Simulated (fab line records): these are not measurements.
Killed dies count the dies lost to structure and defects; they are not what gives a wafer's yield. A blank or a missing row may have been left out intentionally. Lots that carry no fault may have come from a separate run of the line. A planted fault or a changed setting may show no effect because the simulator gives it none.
Lot-split experiment / flow n5Finfet / 21 wafers read across 7 lots, on a route 1938 steps long

## THE SPLIT ITSELF
At N5_BEOL_M0_SAQP_COAT_34 (resist thk 30 nm), the setting spinRpm was moved away from the recipe's 1500 rpm on 2 of the 21 wafers read, by -7.7% to -6.0%. All remaining wafers had this setting at the recipe value.

## FROM THE SPLIT TO THE READING: what the file shows between them, 5 steps
- N5_BEOL_M0_SAQP_EBR_36
- N5_BEOL_M0_SAQP_SOFTBAKE_35: time 60 s
- N5_BEOL_M0_SAQP_EXPOSE_37: exposes mask M0 CUT1, target cd 30 nm
- N5_BEOL_M0_SAQP_PEB_38: peb time 60 s
- N5_BEOL_M0_SAQP_DEVELOP_39: develop time 30 s

## THE READING
CAR-EUV_of_BEOL_M0_SAQP_COAT_34.thkNm (the simulator's own value, which no gauge read), in nm, at N5_BEOL_M0_SAQP_DESCUM_45 (chemistry O2, time 7 s). The file does not state a usual value for it. Across the 19 wafers here that went through the recipe, the average is 26.1 nm and the standard deviation 0.1 nm.

wafer=L076.3; tool, chamber at the split=lithoTrack-03, 0; spinRpm as run, rpm=1500; against the recipe=recipe; CAR-EUV_of_BEOL_M0_SAQP_COAT_34.thkNm, nm=26; against lot-mates on the recipe=-
wafer=L076.5; tool, chamber at the split=lithoTrack-03, 0; spinRpm as run, rpm=1500; against the recipe=recipe; CAR-EUV_of_BEOL_M0_SAQP_COAT_34.thkNm, nm=26.2; against lot-mates on the recipe=-
wafer=L076.6; tool, chamber at the split=lithoTrack-03, 0; spinRpm as run, rpm=1500; against the recipe=recipe; CAR-EUV_of_BEOL_M0_SAQP_COAT_34.thkNm, nm=26.2; against lot-mates on the recipe=-
wafer=L077.1; tool, chamber at the split=lithoTrack-05, 0; spinRpm as run, rpm=1500; against the recipe=recipe; CAR-EUV_of_BEOL_M0_SAQP_COAT_34.thkNm, nm=26; against lot-mates on the recipe=-
wafer=L077.3; tool, chamber at the split=lithoTrack-05, 0; spinRpm as run, rpm=1500; against the recipe=recipe; CAR-EUV_of_BEOL_M0_SAQP_COAT_34.thkNm, nm=26; against lot-mates on the recipe=-
wafer=L077.4; tool, chamber at the split=lithoTrack-05, 0; spinRpm as run, rpm=1500; against the recipe=recipe; CAR-EUV_of_BEOL_M0_SAQP_COAT_34.thkNm, nm=26; against lot-mates on the recipe=-
wafer=L079.2; tool, chamber at the split=lithoTrack-02, 0; spinRpm as run, rpm=1410; against the recipe=-6.0%; CAR-EUV_of_BEOL_M0_SAQP_COAT_34.thkNm, nm=27.2; against lot-mates on the recipe=+1.1
wafer=L079.4; tool, chamber at the split=lithoTrack-02, 0; spinRpm as run, rpm=1500; against the recipe=recipe; CAR-EUV_of_BEOL_M0_SAQP_COAT_34.thkNm, nm=26.2; against lot-mates on the recipe=-
wafer=L079.6; tool, chamber at the split=lithoTrack-02, 0; spinRpm as run, rpm=1500; against the recipe=recipe; CAR-EUV_of_BEOL_M0_SAQP_COAT_34.thkNm, nm=26; against lot-mates on the recipe=-
wafer=L080.3; tool, chamber at the split=lithoTrack-02, 0; spinRpm as run, rpm=1500; against the recipe=recipe; CAR-EUV_of_BEOL_M0_SAQP_COAT_34.thkNm, nm=26; against lot-mates on the recipe=-
wafer=L080.4; tool, chamber at the split=lithoTrack-02, 0; spinRpm as run, rpm=1500; against the recipe=recipe; CAR-EUV_of_BEOL_M0_SAQP_COAT_34.thkNm, nm=26; against lot-mates on the recipe=-
wafer=L080.6; tool, chamber at the split=lithoTrack-02, 0; spinRpm as run, rpm=1500; against the recipe=recipe; CAR-EUV_of_BEOL_M0_SAQP_COAT_34.thkNm, nm=26.2; against lot-mates on the recipe=-
wafer=L083.3; tool, chamber at the split=lithoTrack-05, 0; spinRpm as run, rpm=1500; against the recipe=recipe; CAR-EUV_of_BEOL_M0_SAQP_COAT_34.thkNm, nm=26.2; against lot-mates on the recipe=-
wafer=L083.4; tool, chamber at the split=lithoTrack-05, 0; spinRpm as run, rpm=1500; against the recipe=recipe; CAR-EUV_of_BEOL_M0_SAQP_COAT_34.thkNm, nm=26.2; against lot-mates on the recipe=-
wafer=L083.5; tool, chamber at the split=lithoTrack-05, 0; spinRpm as run, rpm=1500; against the recipe=recipe; CAR-EUV_of_BEOL_M0_SAQP_COAT_34.thkNm, nm=26; against lot-mates on the recipe=-
wafer=L092.1; tool, chamber at the split=lithoTrack-03, 0; spinRpm as run, rpm=1385; against the recipe=-7.7%; CAR-EUV_of_BEOL_M0_SAQP_COAT_34.thkNm, nm=27.4; against lot-mates on the recipe=+1.2
wafer=L092.4; tool, chamber at the split=lithoTrack-03, 0; spinRpm as run, rpm=1500; against the recipe=recipe; CAR-EUV_of_BEOL_M0_SAQP_COAT_34.thkNm, nm=26.2; against lot-mates on the recipe=-
wafer=L092.5; tool, chamber at the split=lithoTrack-03, 0; spinRpm as run, rpm=1500; against the recipe=recipe; CAR-EUV_of_BEOL_M0_SAQP_COAT_34.thkNm, nm=26.2; against lot-mates on the recipe=-
wafer=L097.4; tool, chamber at the split=lithoTrack-05, 0; spinRpm as run, rpm=1500; against the recipe=recipe; CAR-EUV_of_BEOL_M0_SAQP_COAT_34.thkNm, nm=26.2; against lot-mates on the recipe=-
wafer=L097.5; tool, chamber at the split=lithoTrack-05, 0; spinRpm as run, rpm=1500; against the recipe=recipe; CAR-EUV_of_BEOL_M0_SAQP_COAT_34.thkNm, nm=26.2; against lot-mates on the recipe=-
wafer=L097.6; tool, chamber at the split=lithoTrack-05, 0; spinRpm as run, rpm=1500; against the recipe=recipe; CAR-EUV_of_BEOL_M0_SAQP_COAT_34.thkNm, nm=26; against lot-mates on the recipe=-

THE FIT
A straight line over all 21 wafers: CAR-EUV_of_BEOL_M0_SAQP_COAT_34.thkNm changes by -0.174 nm for each +1% of spinRpm; r = -0.96; the points scatter about the line by 0.1 nm.
The same after taking each lot's own level away (the mean of its wafers on the recipe; 21 wafers): -0.167 nm for each +1%; r = -0.97; scatter 0.087 nm.
Per that fit: largest spinRpm move, reading shift of 1.3 nm.
Measured against the standard deviation above, the lots' own levels, which go from 26.00 to 26.20 nm, span 2.0 times it.
The two slopes agree, so the slope changes little with the lot-to-lot level.
Check: for one of the wafers moved furthest among these (-7.7%), held out of the fit, the line's prediction against its lot-mates is +1.41 nm. Against them it came out at +1.2 nm.

## FURTHER SPLITS ON THESE WAFERS
Other splits were also applied to these wafers ahead of the reading. Each is held against what the fit with the lots' levels taken away leaves over:
other split on the same wafers=N5_MOL_CONTACT_COAG_COAT_02 spinRpm; wafers away from the commonest value=5; r with CAR-EUV_of_BEOL_M0_SAQP_COAT_34.thkNm (lot level and that fit taken away)=+0.10
other split on the same wafers=N5_MOL_CONTACT_COAG_ETCHBACK_135 timeS; wafers away from the commonest value=9; r with CAR-EUV_of_BEOL_M0_SAQP_COAT_34.thkNm (lot level and that fit taken away)=+0.08
other split on the same wafers=N5_MOL_CONTACT_COAG_VIA_ETCH_46 biasW; wafers away from the commonest value=11; r with CAR-EUV_of_BEOL_M0_SAQP_COAT_34.thkNm (lot level and that fit taken away)=+0.12

## THE WHOLE CHAIN: every reading that the file lists as answering this split, in the file's order
step=N5_BEOL_M0_SAQP_COAT_34; what it does=resist thk 30 nm; reading=CAR-EUV_of_BEOL_M0_SAQP_COAT_34.thkNm (the simulator's own value, which no gauge read); change (the file's fit)=-0.16 nm for each +1% of the setting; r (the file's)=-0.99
step=N5_BEOL_M0_SAQP_DEVELOP_39; what it does=develop time 30 s; reading=CAR-EUV_of_BEOL_M0_SAQP_COAT_34.thkNm (the simulator's own value, which no gauge read); change (the file's fit)=-0.152 nm for each +1% of the setting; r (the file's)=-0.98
step=N5_BEOL_M0_SAQP_DESCUM_45; what it does=chemistry O2, time 7 s; reading=CAR-EUV_of_BEOL_M0_SAQP_COAT_34.thkNm (the simulator's own value, which no gauge read); change (the file's fit)=-0.167 nm for each +1% of the setting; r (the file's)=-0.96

## FILE'S OWN FIT
CAR-EUV_of_BEOL_M0_SAQP_COAT_34.thkNm changes by -0.167 nm for each +1% of spinRpm, r = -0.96.
